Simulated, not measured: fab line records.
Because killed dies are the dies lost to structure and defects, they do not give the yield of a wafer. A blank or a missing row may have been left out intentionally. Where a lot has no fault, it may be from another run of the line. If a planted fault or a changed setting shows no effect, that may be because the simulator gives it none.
Chamber matching / flow n5 finfet / N5_ZERO_LAYER_PECVD_02 on pecvd-03: 3 sister chambers
The step deposits SiO2 from SiH4/N2O, target thk 10 nm, time 6 s. 16 wafers are shown with their chamber, then 8 later ones without.

== WAFERS PAIRED WITH THEIR CHAMBERS ==
wafer=L074.2; chamber=0; showerhead plenum p Torr (Torr)=8.35; heater power w (W)=919; chamber pressure Torr (Torr)=0.7483
wafer=L074.3; chamber=1; showerhead plenum p Torr (Torr)=8.28; heater power w (W)=755; chamber pressure Torr (Torr)=0.7525
wafer=L074.5; chamber=0; showerhead plenum p Torr (Torr)=8.34; heater power w (W)=898; chamber pressure Torr (Torr)=0.7461
wafer=L078.1; chamber=1; showerhead plenum p Torr (Torr)=8.29; heater power w (W)=803; chamber pressure Torr (Torr)=0.7507
wafer=L078.3; chamber=0; showerhead plenum p Torr (Torr)=8.32; heater power w (W)=938; chamber pressure Torr (Torr)=0.7506
wafer=L078.6; chamber=0; showerhead plenum p Torr (Torr)=8.35; heater power w (W)=935; chamber pressure Torr (Torr)=0.7523
wafer=L083.2; chamber=2; showerhead plenum p Torr (Torr)=8.00; heater power w (W)=1126; chamber pressure Torr (Torr)=0.7484
wafer=L083.5; chamber=1; showerhead plenum p Torr (Torr)=8.30; heater power w (W)=763; chamber pressure Torr (Torr)=0.7504
wafer=L083.6; chamber=0; showerhead plenum p Torr (Torr)=8.33; heater power w (W)=939; chamber pressure Torr (Torr)=0.7490
wafer=L085.1; chamber=2; showerhead plenum p Torr (Torr)=7.97; heater power w (W)=1069; chamber pressure Torr (Torr)=0.7479
wafer=L085.2; chamber=0; showerhead plenum p Torr (Torr)=8.35; heater power w (W)=932; chamber pressure Torr (Torr)=0.7503
wafer=L085.4; chamber=0; showerhead plenum p Torr (Torr)=8.34; heater power w (W)=946; chamber pressure Torr (Torr)=0.7501
wafer=L087.1; chamber=2; showerhead plenum p Torr (Torr)=7.96; heater power w (W)=1081; chamber pressure Torr (Torr)=0.7499
wafer=L087.2; chamber=1; showerhead plenum p Torr (Torr)=8.31; heater power w (W)=758; chamber pressure Torr (Torr)=0.7502
wafer=L087.4; chamber=1; showerhead plenum p Torr (Torr)=8.28; heater power w (W)=761; chamber pressure Torr (Torr)=0.7530
wafer=L090.1; chamber=2; showerhead plenum p Torr (Torr)=7.98; heater power w (W)=1087; chamber pressure Torr (Torr)=0.7495

SIGNATURES (averages over the wafers above)
reading=showerhead plenum p Torr; chamber 0=8.3400; chamber 1=8.2920; chamber 2=7.9775; scatter within a chamber=0.0135
reading=heater power w; chamber 0=929.57; chamber 1=768.00; chamber 2=1090.75; scatter within a chamber=19.5
reading=chamber pressure Torr; chamber 0=0.749529; chamber 1=0.751360; chamber 2=0.748925; scatter within a chamber=0.00158
Rule: a wafer's distance from a chamber is the root of the sum, over the readings, of the square of ((its reading less the chamber's mean) divided by the reading's scatter). The wafer belongs to the nearest chamber; if the next one is less than 2 further off, it can't be placed. How the scatter is found: for the shown wafers, subtract from each reading the mean of its chamber, square and add these, divide the total by (wafers less chambers), then take the root.

== WAFERS WHOSE CHAMBER IS MISSING ==
wafer=L090.3; showerhead plenum p Torr (Torr)=8.35; heater power w (W)=810; chamber pressure Torr (Torr)=0.7512
wafer=L090.5; showerhead plenum p Torr (Torr)=8.00; heater power w (W)=1092; chamber pressure Torr (Torr)=0.7490
wafer=L093.3; showerhead plenum p Torr (Torr)=8.34; heater power w (W)=853; chamber pressure Torr (Torr)=0.7472
wafer=L093.4; showerhead plenum p Torr (Torr)=8.29; heater power w (W)=773; chamber pressure Torr (Torr)=0.7504
wafer=L093.6; showerhead plenum p Torr (Torr)=7.99; heater power w (W)=1019; chamber pressure Torr (Torr)=0.7479
wafer=L097.1; showerhead plenum p Torr (Torr)=8.00; heater power w (W)=1119; chamber pressure Torr (Torr)=0.7492
wafer=L097.4; showerhead plenum p Torr (Torr)=7.99; heater power w (W)=1128; chamber pressure Torr (Torr)=0.7485
wafer=L097.6; showerhead plenum p Torr (Torr)=8.35; heater power w (W)=956; chamber pressure Torr (Torr)=0.7490

== EACH ONE'S CHAMBER ==
wafer=L090.3; from the rows above=can't be placed: 1 or 0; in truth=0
wafer=L090.5; from the rows above=2; in truth=2
wafer=L093.3; from the rows above=0; in truth=0
wafer=L093.4; from the rows above=1; in truth=1
wafer=L093.6; from the rows above=2; in truth=2
wafer=L097.1; from the rows above=2; in truth=2
wafer=L097.4; from the rows above=2; in truth=2
wafer=L097.6; from the rows above=0; in truth=0
Correctly placed: 7 of 8. Not placeable from these rows: 1 (in 1, the candidates include the true chamber). Number placed wrongly: 0.
